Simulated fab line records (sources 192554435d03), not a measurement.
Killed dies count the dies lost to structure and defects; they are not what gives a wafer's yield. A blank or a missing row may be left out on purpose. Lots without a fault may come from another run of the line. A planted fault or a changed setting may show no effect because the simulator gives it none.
fab line records	flow n5-finfet
record lots=7	wafers=21
route steps=1938 shown BEOL_M9@1401 BEOL_M10@1495 BEOL_M11@1578 BEOL_M13@1665
start-h: the number of hours between the record's first day and the start of the first shown wafer of the lot	wait-h: hours since the lot's step before	" as in the row above	L1.1+2: several wafers, shown together as one row	- no value present, or no start provided	* or withheld: withheld	< > ~ a bound
route shown NAME@n: NAME is a module with steps in the file, n the number in the route of the first one	usual: average and standard deviation across the fault-free wafers	same: alike in all rows	chamber/n: place in a boat	sites: the reading at each site	_std_site: how widely they spread, as a standard deviation	_edge_site: mean of outer sites minus mean of inner sites	radius-mm: how far each site lies from the wafer's centre	mask NAME#n: copy n	behind: the last tool/chamber to shape the wafer	hold: the reason the lot was held/the length of the hold in hours/how it ended	device: transistor that didn't switch, given as n, p or np	end of line: tests run on the same wafers once the route is complete	a step without rows: its recipe alone	killed: dies that structure and defects cost at the first sort, which is not the same as the wafer's yield	map: the dies of a wafer, with x for killed, . for not killed, _ for no die there
set.NAME: the setting as run; set.NAME@STEP: as run at that earlier step	model.NAME: the simulator's own value behind a step, which no gauge read
lots where settings were altered on purpose, with a table for each step and a row for each wafer
## steps
# step N5_BEOL_M9_ILD_DEP_00
# recipe material=SiCOH_lowk	target-thk-a=3085.1	temp-c=300	precursor=DEMS/porogen	pressure-torr=5	rf-w=500	time-s=58
lot.wafer	tool	chamber	start-h	wait-h	set.time-s	model.SiCOH_lowk_of_BEOL_M9_ILD_DEP_00.thk-nm
L076.3	pecvd-04	2	218.04	0.0	58	305
L076.4	"	1	"	"	58	311
L076.6	"	2	"	"	61.05	326.6
L075.1	pecvd-02	2	223.91	0.0	51.59	273.8
L075.2	"	0	"	"	58	307.6
L075.5	"	2	"	"	51.59	279
L082.1	pecvd-04	2	276.15	0.0	58	304.4
L082.4	"	1	"	"	58	312.4
L082.6	"	0	"	"	58	315.4
L084.1	pecvd-02	1	277.40	0.0	63.23	332.2
L084.3	"	0	"	"	63.23	337.6
L084.4	"	2	"	"	58	308.6
L086.2	pecvd-03	0	287.10	0.0	58	311.8
L086.3	"	2	"	"	58	304
L086.6	"	2	"	"	58	312.6
L091.3	pecvd-02	2	313.40	0.0	58	305
L091.4	"	0	"	"	58	314.6
L091.6	"	1	"	"	60.45	325.6
L096.1	pecvd-02	2	340.68	0.0	58	309.8
L096.4	"	0	"	"	58	315.2
L096.5	"	2	"	"	58	317.8
# step N5_BEOL_M9_CURE_71
# recipe temp-c=385	time-s=240	ambient=He/Ar	material=SiCOH_lowk
lot.wafer	tool	chamber	start-h	wait-h	set.time-s@BEOL_M9_ILD_DEP_00	model.SiCOH_lowk_of_BEOL_M9_ILD_DEP_00.thk-nm
L076.3	uv-cure-01	1	218.31	0.2	58	265
L076.4	"	1	"	"	58	270.2
L076.6	"	1	"	"	61.05	284
L075.1	uv-cure-01	1	224.01	0.1	51.59	237.4
L075.2	"	1	"	"	58	267.2
L075.5	"	1	"	"	51.59	242
L082.1	uv-cure-03	2	276.23	0.0	58	264.2
L082.4	"	2	"	"	58	271.4
L082.6	"	2	"	"	58	274.2
L084.1	uv-cure-02	0	277.48	0.0	63.23	289
L084.3	"	0	"	"	63.23	293.8
L084.4	"	0	"	"	58	268
L086.2	uv-cure-02	0	287.25	0.1	58	271
L086.3	"	0	"	"	58	264
L086.6	"	0	"	"	58	271.6
L091.3	uv-cure-02	1	313.63	0.2	58	264.8
L091.4	"	1	"	"	58	273.4
L091.6	"	1	"	"	60.45	283
L096.1	uv-cure-01	0	340.76	0.0	58	269.2
L096.4	"	0	"	"	58	274
L096.5	"	0	"	"	58	276.2
# step N5_BEOL_M9_THK_MEAS_01
# recipe reads=SiCOH_lowk_of_BEOL_M9_ILD_DEP_00
# usual M9_ILD_THK=269/3.4
lot.wafer	tool	chamber	start-h	wait-h	set.time-s@BEOL_M9_ILD_DEP_00	M9_ILD_THK[nm]
L076.3	film-metro-01	-	218.66	0.3	58	265
L076.4	"	-	"	"	58	270
L076.6	"	-	"	"	61.05	284
L075.1	film-metro-01	-	224.53	0.4	51.59	238
L075.2	"	-	"	"	58	267
L075.5	"	-	"	"	51.59	242
L082.1	film-metro-02	-	276.74	0.4	58	264
L082.4	"	-	"	"	58	271
L082.6	"	-	"	"	58	274
L084.1	film-metro-02	-	278.00	0.4	63.23	289
L084.3	"	-	"	"	63.23	294
L084.4	"	-	"	"	58	268
L086.2	film-metro-02	-	287.69	0.4	58	271
L086.3	"	-	"	"	58	264
L086.6	"	-	"	"	58	272
L091.3	film-metro-01	-	313.99	0.3	58	265
L091.4	"	-	"	"	58	273
L091.6	"	-	"	"	60.45	283
L096.1	film-metro-01	-	341.28	0.4	58	269
L096.4	"	-	"	"	58	274
L096.5	"	-	"	"	58	276
# step N5_BEOL_M10_COAT_64
# recipe resist=SiARC	temp-c=220	time-s=60	spin-rpm=1500	resist-thk-nm=30
lot.wafer	tool	chamber	start-h	wait-h	set.spin-rpm	model.SiARC_of_BEOL_M10_COAT_64.thk-nm
L076.3	litho-track-05	0	-	-	1544	29.6
L076.4	"	0	"	"	1544	29.4
L076.6	"	0	"	"	1500	30
L075.1+5	litho-track-05	0	-	-	1395	31
L075.2	"	0	"	"	1500	29.8
L084.1+3	litho-track-05	0	-	-	1500	30
L084.4	"	0	"	"	1408	31
L082.1+4+6	litho-track-04	0	-	-	1500	30
L086.2+6	litho-track-04	0	-	-	1500	30
L086.3	"	0	"	"	1394	31.2
L091.3+6	litho-track-05	0	-	-	1500	30
L091.4	"	0	"	"	1544	29.6
L096.1+4+5	litho-track-04	0	-	-	1500	30
# step N5_BEOL_M10_COAT_22
# recipe resist=CAR-ArF	spin-rpm=1500	resist-thk-nm=90
lot.wafer	tool	chamber	start-h	wait-h	set.spin-rpm	model.CAR-ArF_of_BEOL_M10_COAT_22.thk-nm
L076.3	litho-track-05	0	-	-	1369	94.2
L076.4	"	0	"	"	1369	94.4
L076.6	"	0	"	"	1500	90
L075.1	litho-track-05	0	-	-	1549	89
L075.2	"	0	"	"	1500	89.8
L075.5	"	0	"	"	1500	90
L084.1	litho-track-05	0	-	-	1607	87.2
L084.3	"	0	"	"	1500	90
L084.4	"	0	"	"	1607	87
L082.1	litho-track-04	0	-	-	1500	89.8
L082.4	"	0	"	"	1586	87.8
L082.6	"	0	"	"	1500	90
L086.2	litho-track-04	0	-	-	1500	90
L086.3+6	"	0	"	"	1500	89.8
L091.3	litho-track-05	0	-	-	1500	90.4
L091.4+6	"	0	"	"	1500	90.2
L096.1+5	litho-track-04	0	-	-	1500	90
L096.4	"	0	"	"	1500	89.8
# step N5_BEOL_M10_EBR_24
# recipe solvent=PGMEA	ebr-width-mm=1.5
# step N5_BEOL_M10_SOFTBAKE_23
# recipe temp-c=110	time-s=60	resist=CAR-ArF
# step N5_BEOL_M10_DESCUM_33
# recipe chemistry=O2	time-s=7.9	source-power-w=50	bias-power-w=20	pressure-mtorr=20	rf-frequency-hz=2.712e+07	temp-c=40	resist=CAR-ArF	o2-flow-sccm=225
lot.wafer	tool	chamber	start-h	wait-h	set.spin-rpm@BEOL_M10_COAT_22	model.CAR-ArF_of_BEOL_M10_COAT_22.thk-nm
L076.3	rie-diel-03	0	232.38	0.2	1369	87.6
L076.4	"	3	"	"	1369	87.8
L076.6	"	1	"	"	1500	83.6
L075.1	rie-diel-03	1	235.22	0.0	1549	82.4
L075.2	"	2	"	"	1500	83.4
L075.5	"	0	"	"	1500	83.6
L084.1	rie-diel-05	1	290.82	0.2	1607	80.8
L084.3	"	3	"	"	1500	83.4
L084.4	"	3	"	"	1607	80.4
L082.1	rie-diel-05	0	293.60	0.0	1500	83.2
L082.4	"	3	"	"	1586	81.2
L082.6	"	0	"	"	1500	83.4
L086.2+6	rie-diel-01	2,1	300.67	0.8	1500	83.4
L086.3	"	0	"	"	1500	83.2
L091.3	rie-diel-01	0	324.50	0.0	1500	84
L091.4	"	0	"	"	1500	83.8
L091.6	"	3	"	"	1500	83.6
L096.1+4+5	rie-diel-03	3,2,3	353.74	0.0	1500	83.4
# step N5_BEOL_M10_ETCH_65
# recipe chemistry=CF4	target=SiARC	target-depth-a=390	mask-material=CAR-ArF	time-s=65	ion-energy-ev=80	pressure-mtorr=40	source-w=545	bias-w=36	Ar_flow_sccm=100	cf4-flow-sccm=100	ends=cleared
lot.wafer	tool	chamber	start-h	wait-h	set.spin-rpm@BEOL_M10_COAT_64	set.spin-rpm@BEOL_M10_COAT_22	model.CAR-ArF_of_BEOL_M10_COAT_22.thk-nm	model.etch.depth-nm
L076.3	rie-diel-03	0	232.42	0.0	1544	1369	60.2	29.55
L076.4	"	3	"	"	1544	1369	60.4	29.46
L076.6	"	1	"	"	1500	1500	55.6	29.97
L075.1	rie-diel-03	1	235.25	0.0	1395	1549	53.6	31.04
L075.2	"	2	"	"	1500	1500	55.4	29.86
L075.5	"	0	"	"	1395	1500	54.8	30.99
L084.1	rie-diel-05	1	290.86	0.0	1500	1607	52.8	30
L084.3	"	3	"	"	1500	1500	55.4	30.01
L084.4	"	3	"	"	1408	1607	51.6	31
L082.1	rie-diel-05	0	293.64	0.0	1500	1500	55.4	29.96
L082.4	"	3	"	"	1500	1586	53.2	30.02
L082.6	"	0	"	"	1500	1500	55.4	30
L086.2	rie-diel-01	2	300.70	0.0	1500	1500	55.6	29.96
L086.3	"	0	"	"	1394	1500	54.2	31.16
L086.6	"	1	"	"	1500	1500	55.4	29.95
L091.3	rie-diel-01	0	324.54	0.0	1500	1500	56	29.99
L091.4	"	0	"	"	1544	1500	56.2	29.58
L091.6	"	3	"	"	1500	1500	55.6	29.97
L096.1	rie-diel-03	3	353.78	0.0	1500	1500	55.4	29.96
L096.4	"	2	"	"	1500	1500	55.4	30
L096.5	"	3	"	"	1500	1500	55.6	30.02
# step N5_BEOL_M10_ETCH_66
# recipe chemistry=N2/H2	target=SOC	target-depth-a=1200	overetch-a=240	mask-material=SiARC	temp-c=40	time-s=180	ion-energy-ev=200	pressure-mtorr=30	source-w=840	bias-w=150	n2-flow-sccm=200	h2-flow-sccm=200
lot.wafer	tool	chamber	start-h	wait-h	set.spin-rpm@BEOL_M10_COAT_64	model.SiARC_of_BEOL_M10_COAT_64.thk-nm
L076.3	rie-diel-03	0	232.47	0.0	1544	22.6
L076.4	"	3	"	"	1544	22.2
L076.6	"	1	"	"	1500	22.6
L075.1	rie-diel-03	1	235.30	0.0	1395	23.6
L075.2	"	2	"	"	1500	22.8
L075.5	"	0	"	"	1395	23.8
L084.1	rie-diel-05	1	290.91	0.0	1500	23
L084.3	"	3	"	"	1500	22.4
L084.4	"	3	"	"	1408	23.4
L082.1+4	rie-diel-05	0,3	293.69	0.0	1500	22.4
L082.6	"	0	"	"	1500	22.6
L086.2	rie-diel-01	2	300.75	0.0	1500	22.6
L086.3	"	0	"	"	1394	24
L086.6	"	1	"	"	1500	22.8
L091.3	rie-diel-01	0	324.59	0.0	1500	22.8
L091.4	"	0	"	"	1544	22.4
L091.6	"	3	"	"	1500	22.4
L096.1	rie-diel-03	3	353.83	0.0	1500	22.6
L096.4+5	"	2,3	"	"	1500	22.8
# step N5_BEOL_M11_TRENCH_ETCH_37
# recipe chemistry=C4F6/O2	target-depth-a=1488.3	target=SiCOH_lowk	time-s=48	ion-energy-ev=250	pressure-mtorr=30	source-w=345	bias-w=185	Ar_flow_sccm=300	C4F6_flow_sccm=10	O2_flow_sccm=10
lot.wafer	tool	chamber	start-h	wait-h	set.time-s	model.BEOL_M11.feature-depth-nm	model.etch.depth-nm
L076.3	rie-diel-06	1	-	-	44.35	139.4	139.4
L076.4	"	0	"	"	48	147	147
L076.6	"	1	"	"	44.35	141	141
L075.1	rie-diel-02	0	-	-	48	150.8	150.8
L075.2	"	3	"	"	48	148.8	148.8
L075.5	"	2	"	"	48	145.8	145.8
L084.1	rie-diel-04	1	-	-	48	147.8	147.9
L084.3	"	0	"	"	37.82	121.2	121.2
L084.4	"	3	"	"	48	147.6	147.6
L082.1	rie-diel-02	2	-	-	44.67	142	142
L082.4	"	1	"	"	48	146.8	146.7
L082.6	"	2	"	"	48	154	154
L086.2	rie-diel-04	0	-	-	48	151	151
L086.3	"	2	"	"	48	151.4	151.5
L086.6	"	3	"	"	52.04	157.6	157.6
L091.3	rie-diel-04	0	-	-	48	152.8	152.7
L091.4	"	2	"	"	48	153.8	153.9
L091.6	"	1	"	"	51.71	157.8	157.9
L096.1	rie-diel-06	2	-	-	48	153	152.9
L096.4+5	"	2,1	"	"	48	153	153
# step N5_BEOL_M11_ETCH_41
# recipe chemistry=CH3F/O2	target=SiCN	target-depth-a=426	taper-deg=2	time-s=86	ion-energy-ev=120	mask-material=TiN	pressure-mtorr=30	source-w=395	bias-w=75	Ar_flow_sccm=150	CH3F_flow_sccm=30	O2_flow_sccm=20
lot.wafer	tool	chamber	start-h	wait-h	set.time-s	model.etch.depth-nm
L076.3	rie-diel-06	1	-	-	78.95	30.68
L076.4	"	0	"	"	78.95	30.32
L076.6	"	1	"	"	86	33.49
L075.1	rie-diel-02	0	-	-	73.34	28.33
L075.2	"	3	"	"	73.34	27.63
L075.5	"	2	"	"	86	32.23
L084.1	rie-diel-04	1	-	-	86	31.98
L084.3	"	0	"	"	86	33.17
L084.4	"	3	"	"	86	31.85
L082.1	rie-diel-02	2	-	-	72.06	28.3
L082.4	"	1	"	"	72.06	26.77
L082.6	"	2	"	"	72.06	28.12
L086.2	rie-diel-04	0	-	-	86	33.23
L086.3	"	2	"	"	86	33.19
L086.6	"	3	"	"	86	32.1
L091.3	rie-diel-04	0	-	-	86	33.47
L091.4	"	2	"	"	93.54	36.26
L091.6	"	1	"	"	93.54	34.8
L096.1	rie-diel-06	2	-	-	86	32.89
L096.4	"	2	"	"	86	33.05
L096.5	"	1	"	"	86	33.16
# step N5_BEOL_M11_STRIP_77
# recipe chemistry=N2/H2	time-s=10	power-w=450	temp-c=40	pressure-mtorr=20	rf-frequency-hz=6e+07	bias-power-w=7	n2-flow-sccm=200	h2-flow-sccm=200
# step N5_BEOL_M11_OCD_MEAS_38
# usual trench-depth-nm=150.4/2.9
lot.wafer	tool	chamber	start-h	wait-h	set.time-s@BEOL_M11_TRENCH_ETCH_37	trench-depth-nm
L076.3	ocd-02	-	240.81	-	44.35	139.7
L076.4	"	-	"	"	48	147.1
L076.6	"	-	"	"	44.35	140.6
L075.1	ocd-02	-	244.67	-	48	151.2
L075.2	"	-	"	"	48	148.8
L075.5	"	-	"	"	48	146.1
L084.1	ocd-01	-	298.22	-	48	147.8
L084.3	"	-	"	"	37.82	121.3
L084.4	"	-	"	"	48	147.5
L082.1	ocd-01	-	300.13	-	44.67	142.5
L082.4	"	-	"	"	48	146.2
L082.6	"	-	"	"	48	153.8
L086.2	ocd-02	-	306.93	-	48	150.6
L086.3	"	-	"	"	48	151.7
L086.6	"	-	"	"	52.04	157.5
L091.3	ocd-01	-	332.30	-	48	153.3
L091.4	"	-	"	"	48	154.1
L091.6	"	-	"	"	51.71	157.8
L096.1	ocd-01	-	363.54	-	48	152.8
L096.4	"	-	"	"	48	153.4
L096.5	"	-	"	"	48	152.7
# step N5_BEOL_M11_CMP_52
# recipe stop-on=SiCOH_lowk	t-overpolish-s=7	down-force-psi=1	platen-rpm=50	clearing-platen-down-force-psi=1.5	clearing-platen-rpm=50	post-cmp-clean=cu-alkaline	target-thk-nm=140	clearing-platen-pad-velocity-m-s=0.99484	pad-velocity-m-s=0.99484
lot.wafer	tool	chamber	start-h	wait-h	set.platen-rpm	set.time-s@BEOL_M11_TRENCH_ETCH_37	model.Cu_of_BEOL_M11_ECD_50.thk-nm
L076.4	cmp-01	2	243.49	0.1	51.13	48	138.2
L076.3	"	1	"	"	50	44.35	131
L076.6	"	3	"	"	51.13	44.35	132.2
L075.2	cmp-04	2	246.54	0.2	50.74	48	139
L075.1	"	1	"	"	50.74	48	143
L075.5	"	2	"	"	50.74	48	137
L084.4	cmp-01	0	299.94	0.2	50	48	139
L084.3	"	1	"	"	50	37.82	113.6
L084.1	"	2	"	"	50	48	138.4
L082.1	cmp-02	0	301.84	0.3	50	44.67	132.4
L082.4	"	2	"	"	51.19	48	138
L082.6	"	0	"	"	51.19	48	144.4
L086.3	cmp-01	0	310.60	0.2	50	48	141.2
L086.2	"	1	"	"	48.97	48	140.8
L086.6	"	1	"	"	50	52.04	147.6
L091.3+4	cmp-01	3,0	335.89	0.2	49.15	48	144.2
L091.6	"	3	"	"	50	51.71	150.4
L096.1	cmp-02	0	365.73	0.3	50	48	144.4
L096.4	"	2	"	"	50	48	145.2
L096.5	"	3	"	"	50	48	144
# step N5_BEOL_M13_EXPOSE_07
# recipe mask-id=V12	na=0.93	source-shape=conventional	sigma-outer=0.6	polarization=unpolarized	attpsm-phase-deg=180	dose-mj=24.8
lot.wafer	tool	chamber	start-h	wait-h	mask	set.dose-mj
L076.3+4	krf-scanner-02	0	252.64	-	V12#0	26.47
L076.6	"	0	"	"	V12#0	24.8
L075.1+5	krf-scanner-02	0	256.42	-	V12#0	25.83
L075.2	"	0	"	"	V12#0	24.8
L084.1+4	krf-scanner-01	0	306.19	-	V12#0	24.8
L084.3	"	0	"	"	V12#0	25.56
L082.1+4	krf-scanner-01	0	306.87	-	V12#0	24.8
L082.6	"	0	"	"	V12#0	26.09
L086.2+3	krf-scanner-01	0	315.45	-	V12#0	26.59
L086.6	"	0	"	"	V12#0	24.8
L091.3+4	krf-scanner-01	0	341.39	-	V12#0	24.8
L091.6	"	0	"	"	V12#0	23.42
L096.1+4+5	krf-scanner-02	0	376.45	-	V12#0	24.8
# step N5_BEOL_M13_PEB_08
# recipe peb-temp-c=130	peb-time-s=90
# step N5_BEOL_M13_DEVELOP_09
# recipe develop-time-s=45	rinse-liquid=diw	dry=air-spin	dev-temp-c=21
# step N5_BEOL_M13_HARDBAKE_14
# recipe temp-c=130	time-s=120
# step N5_BEOL_M13_CD_MEAS_10
# recipe target-cd-nm=190	landing-energy-ev=500	detector=se-inlens	polarity=opening
# usual cd-nm=189.7/1.7
lot.wafer	tool	chamber	start-h	wait-h	set.dose-mj@BEOL_M13_EXPOSE_07	cd-nm
L076.3	cd-sem-02	0	252.80	-	26.47	194.6
L076.4	"	0	"	"	26.47	196.4
L076.6	"	0	"	"	24.8	187.3
L075.1	cd-sem-02	0	256.59	-	25.83	193.2
L075.2	"	0	"	"	24.8	190.2
L075.5	"	0	"	"	25.83	192.6
L084.1	cd-sem-03	0	306.36	-	24.8	192.2
L084.3	"	0	"	"	25.56	194.9
L084.4	"	0	"	"	24.8	190.3
L082.1	cd-sem-02	0	307.04	-	24.8	192.7
L082.4	"	0	"	"	24.8	190.0
L082.6	"	0	"	"	26.09	197.5
L086.2	cd-sem-03	0	315.62	-	26.59	200.2
L086.3	"	0	"	"	26.59	199.5
L086.6	"	0	"	"	24.8	191.2
L091.3	cd-sem-01	0	341.55	-	24.8	193.1
L091.4	"	0	"	"	24.8	191.8
L091.6	"	0	"	"	23.42	184.7
L096.1	cd-sem-01	0	376.62	-	24.8	190.6
L096.4	"	0	"	"	24.8	188.1
L096.5	"	0	"	"	24.8	189.7
# step N5_BEOL_M13_ETCH_59
# recipe chemistry=N2/H2	target=BARC	target-depth-a=890	overetch-a=267	time-s=67.9	ion-energy-ev=200	pressure-mtorr=30	source-w=840	bias-w=150	n2-flow-sccm=200	h2-flow-sccm=200
# usual rf-vpp-V=525.3/2.5
lot.wafer	tool	chamber	start-h	wait-h	set.bias-w	rf-vpp-V
L076.3	rie-diel-04	1	252.92	0.0	133.7	488.2
L076.4	"	3	"	"	150	527.1
L076.6	"	0	"	"	133.7	488.6
L075.1	rie-diel-02	3	256.71	0.0	135.1	493.4
L075.2	"	2	"	"	150	524.9
L075.5	"	2	"	"	135.1	492.1
L084.1	rie-diel-06	0	306.83	0.0	123.9	461.8
L084.3	"	2	"	"	150	529.0
L084.4	"	0	"	"	150	521.1
L082.1	rie-diel-02	3	307.17	0.0	150	526.1
L082.4	"	2	"	"	150	526.8
L082.6	"	0	"	"	150	528.2
L086.2	rie-diel-04	2	315.74	0.0	150	524.9
L086.3	"	3	"	"	150	525.7
L086.6	"	1	"	"	150	523.5
L091.3	rie-diel-02	3	341.67	0.0	176.8	583.6
L091.4	"	1	"	"	176.8	586.6
L091.6	"	0	"	"	176.8	584.8
L096.1	rie-diel-06	0	376.75	0.0	150	528.2
L096.4	"	3	"	"	150	525.5
L096.5	"	1	"	"	150	522.9
# step N5_BEOL_M13_VIA_ETCH_16
# recipe chemistry=C4F8/O2/Ar	target=SiOC	pressure-mtorr=30	source-w=3000	bias-w=700	Ar_flow_sccm=400	C4F8_flow_sccm=15	O2_flow_sccm=8	he-inner-torr=15	he-outer-torr=30	target-depth-a=9217	time-s=withheld	ion-energy-ev=250	ends=cleared
# step N5_BEOL_M13_STRIP_63
# recipe chemistry=N2/H2	power-w=1000	temp-c=250	h2-frac=0.65	overash-fraction=0.3	pressure-mtorr=1000	n2-flow-sccm=1750	h2-flow-sccm=3250
# step N5_BEOL_M13_STRIP_71
# recipe chemistry=post-etch-residue-remover	time-s=60	temp-c=25	remover-ph=withheld	remover-water-wt-pct=withheld	remover-fluoride-wt-pct=withheld
# step N5_BEOL_M13_SRD_72
# recipe time-s=30	temp-c=23	rinse-liquid=diw	dry=n2-spin	spin-rpm=1500	dry-time-s=30
# step N5_BEOL_M13_CD_MEAS_17
# recipe target-cd-nm=190	polarity=opening
# usual cd-nm=189.9/1.9
lot.wafer	tool	chamber	start-h	wait-h	set.dose-mj@BEOL_M13_EXPOSE_07	cd-nm
L076.3	cd-sem-01	-	253.42	0.0	26.47	194.3
L076.4	"	-	"	"	26.47	195.3
L076.6	"	-	"	"	24.8	189.1
L075.1	cd-sem-01	-	257.21	0.0	25.83	192.4
L075.2	"	-	"	"	24.8	189.6
L075.5	"	-	"	"	25.83	192.4
L084.1	cd-sem-03	-	307.32	0.0	24.8	192.3
L084.3	"	-	"	"	25.56	195.2
L084.4	"	-	"	"	24.8	190.2
L082.1	cd-sem-02	-	307.66	0.0	24.8	192.6
L082.4	"	-	"	"	24.8	189.9
L082.6	"	-	"	"	26.09	197.1
L086.2	cd-sem-03	-	316.24	0.0	26.59	200.3
L086.3	"	-	"	"	26.59	198.9
L086.6	"	-	"	"	24.8	190.1
L091.3	cd-sem-03	-	342.23	0.0	24.8	193.4
L091.4	"	-	"	"	24.8	191.5
L091.6	"	-	"	"	23.42	184.2
L096.1	cd-sem-01	-	377.24	0.0	24.8	189.2
L096.4	"	-	"	"	24.8	189.0
L096.5	"	-	"	"	24.8	189.3
## key
split step=N5_BEOL_M9_ILD_DEP_00	setting=time-s	stated=58	by=wafer
response step=N5_BEOL_M9_ILD_DEP_00	reading=model.SiCOH_lowk_of_BEOL_M9_ILD_DEP_00.thk-nm	change=+3	per=1%	r=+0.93
response step=N5_BEOL_M9_CURE_71	reading=model.SiCOH_lowk_of_BEOL_M9_ILD_DEP_00.thk-nm	change=+2.65	per=1%	r=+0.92
response step=N5_BEOL_M9_THK_MEAS_01	reading=M9_ILD_THK	change=+2.65	per=1%	r=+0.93
split step=N5_BEOL_M10_COAT_64	setting=spin-rpm	stated=1500	by=wafer
response step=N5_BEOL_M10_COAT_64	reading=model.SiARC_of_BEOL_M10_COAT_64.thk-nm	change=-0.167	per=1%	r=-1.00
response step=N5_BEOL_M10_ETCH_65	reading=model.etch.depth-nm	change=-0.164	per=1%	r=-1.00
response step=N5_BEOL_M10_ETCH_66	reading=model.SiARC_of_BEOL_M10_COAT_64.thk-nm	change=-0.136	per=1%	r=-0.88
split step=N5_BEOL_M10_COAT_22	setting=spin-rpm	stated=1500	by=wafer
response step=N5_BEOL_M10_COAT_22	reading=model.CAR-ArF_of_BEOL_M10_COAT_22.thk-nm	change=-0.429	per=1%	r=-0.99
response step=N5_BEOL_M10_DESCUM_33	reading=model.CAR-ArF_of_BEOL_M10_COAT_22.thk-nm	change=-0.418	per=1%	r=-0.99
response step=N5_BEOL_M10_ETCH_65	reading=model.CAR-ArF_of_BEOL_M10_COAT_22.thk-nm	change=-0.477	per=1%	r=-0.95
split step=N5_BEOL_M11_TRENCH_ETCH_37	setting=time-s	stated=48	by=wafer
response step=N5_BEOL_M11_TRENCH_ETCH_37	reading=model.BEOL_M11.feature-depth-nm	change=+1.11	per=1%	r=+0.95
response step=N5_BEOL_M11_TRENCH_ETCH_37	reading=model.etch.depth-nm	change=+1.11	per=1%	r=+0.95
response step=N5_BEOL_M11_OCD_MEAS_38	reading=trench-depth-nm	change=+1.09	per=1%	r=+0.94
response step=N5_BEOL_M11_CMP_52	reading=model.Cu_of_BEOL_M11_ECD_50.thk-nm	change=+1.09	per=1%	r=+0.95
split step=N5_BEOL_M11_ETCH_41	setting=time-s	stated=86	by=wafer
response step=N5_BEOL_M11_ETCH_41	reading=model.etch.depth-nm	change=+0.291	per=1%	r=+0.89
split step=N5_BEOL_M11_CMP_52	setting=platen-rpm	stated=50	by=wafer
response none clear
split step=N5_BEOL_M13_EXPOSE_07	setting=dose-mj	stated=24.8	by=wafer
response step=N5_BEOL_M13_CD_MEAS_10	reading=cd-nm	change=+1.18	per=1%	r=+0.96
response step=N5_BEOL_M13_CD_MEAS_17	reading=cd-nm	change=+1.13	per=1%	r=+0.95
split step=N5_BEOL_M13_ETCH_59	setting=bias-w	stated=150	by=wafer
response step=N5_BEOL_M13_ETCH_59	reading=rf-vpp-V	change=+3.54	per=1%	r=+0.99
